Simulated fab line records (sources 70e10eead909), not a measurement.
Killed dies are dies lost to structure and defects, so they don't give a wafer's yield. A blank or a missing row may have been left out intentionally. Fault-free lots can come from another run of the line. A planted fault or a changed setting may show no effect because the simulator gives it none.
Comparing a struck lot with a sound one || flow nand-harc || 15 steps out of a route of 1302
Sound: these wafers, L811.1, L811.2, L811.4. Struck: wafers L812.2, L812.3, L812.4. At the end, the cause is stated.
Order at every step that has rows: each side's tool, ch and its chambers, its first start. Under that, the readings that differ: sound wafers || struck wafers || difference of the means || sigmas: that difference in standard deviations of wafers without a fault.
alike: readings whose means differ by less than 2 such deviations, and words and numbers that are the same on both sides. not compared: withheld readings, readings that some wafer has no value for, bounds like >300 that may hide the same value, and numbers for which the record gives no deviation and whose values overlap.
Wherever a step has rows on one side only, a row that says differs or no value, or a row with sigmas, the two part there. Numbers that don't overlap but have no deviation are shown without sigmas and don't part them. A reading missing from all wafers of one side parts the sides only when that side holds two or more wafers.

first, 4 steps without rows for these wafers: NHARC_A_M1_EBR_05; NHARC_A_M1_EXPOSE_06 (exposes mask A M1, target cd 120 nm); NHARC_A_M1_PEB_07 (peb time 65 s); NHARC_A_M1_DEVELOP_08 (develop time 35 s).
NHARC_A_M1_CD_MEAS_09: the cd target is 120 nm.
  sound on cd-sem-02 ch 0, day 24 04:09; struck on cd-sem-01 ch 0, day 24 07:41
  alike: cd-nm
NHARC_A_M1_OVL_MEAS_10: pitch 240 nm.
  sound on overlay-01, day 24 04:14; struck on overlay-02, day 24 07:46
  alike: overlay-x-nm, overlay-y-nm
NHARC_A_M1_INSPECT_11:
  sound on defect-inspect-02, day 24 04:17; struck on defect-inspect-02, day 24 07:48
  alike: raw-defect-count
NHARC_A_M1_DESCUM_14: chemistry O2, time 3 s.
  sound on rie-diel-06 ch 1,2,3, day 24 04:20; struck on rie-diel-02 ch 1,2,3, day 24 07:52
  alike: drypump-motor-current-A, oes-product-au, rf-vpp-V, showerhead-plenum-p-Torr, throttle-valve-pct
  not compared: rf-hours-counter-h
NHARC_A_M1_ETCH_35: etches the open film in N2/H2, target depth 40 nm, overetch 12 nm, time 43.94 s.
  sound on rie-diel-06 ch 1,2,3, day 24 04:25; struck on rie-diel-02 ch 1,2,3, day 24 07:58
  alike: bias-w, chamber-pressure-mTorr, drypump-motor-current-A, oes-product-au, rf-vpp-V, showerhead-plenum-p-Torr, throttle-valve-pct
  not compared: rf-hours-counter-h
NHARC_A_M1_ETCH_15: etches the open film in C4F8/Ar, target depth 182.5 nm, time 91.2 s.
  sound: rie-diel-06 ch 0,1,3; struck: rie-diel-02 ch 0,2,3
  alike: bias-w, chamber-pressure-mTorr, oes-product-au, rf-vpp-V
  not compared: rf-hours-counter-h
NHARC_A_M1_CD_MEAS_16:
  sound on cd-sem-03, day 24 04:38; struck on cd-sem-03, day 24 08:10
  alike: cd-nm
NHARC_A_M1_STRIP_18: strips in N2/H2.
  sound on rie-diel-02 ch 0,1,2, day 24 04:44; struck on rie-diel-06 ch 0,1,2, day 24 08:14
  alike: drypump-motor-current-A, oes-product-au, rf-vpp-V, showerhead-plenum-p-Torr, throttle-valve-pct
  not compared: rf-hours-counter-h
NHARC_A_M1_ETCH_28: etches the open film in CF4/N2, target depth 30 nm, time 72.99 s.
  sound on rie-diel-02 ch 0,1,3, day 24 04:58; struck on rie-diel-06 ch 1,2,3, day 24 08:29
  no value came back on the struck wafers for any of 8 readings (bias-w (W), cf4-flow-sccm (sccm) and others); on the sound wafers bias-w (W) reads 99.7 99.4 100.1
then, 1 step without rows for these wafers: NHARC_A_M1_STRIP_19 (strips in post etch residue remover, time 600 s).
NHARC_END_SORT_01:
  sound on prober-02 ch 0, day 25 16:16; struck on prober-01 ch 0, day 26 00:50
{"reading": "hold", "sound": "- - -", "struck": "await-dispo/9.1h/scrap await-dispo/9.1h/scrap await-dispo/9.1h/scrap", "difference": "no value on the sound wafers", "sigmas": ""}
{"reading": "defect-limited-yield (%)", "sound": "91.0 92.9 93.1", "struck": "0 0 0", "difference": -92, "sigmas": -36}
{"reading": "killed-at-array", "sound": "54 45 42", "struck": "669 672 676", "difference": "+625", "sigmas": "+35"}
{"reading": "killed-dies", "sound": "61 48 47", "struck": "677 677 677", "difference": "+625", "sigmas": "+35"}
  alike: killed-at-other, killed-at-periphery, killed-open, killed-short

== WHERE THEY PART ==
Last at NHARC_END_SORT_01 as far as this record goes, first at NHARC_A_M1_ETCH_28.

WHY: what had been put in by the simulator
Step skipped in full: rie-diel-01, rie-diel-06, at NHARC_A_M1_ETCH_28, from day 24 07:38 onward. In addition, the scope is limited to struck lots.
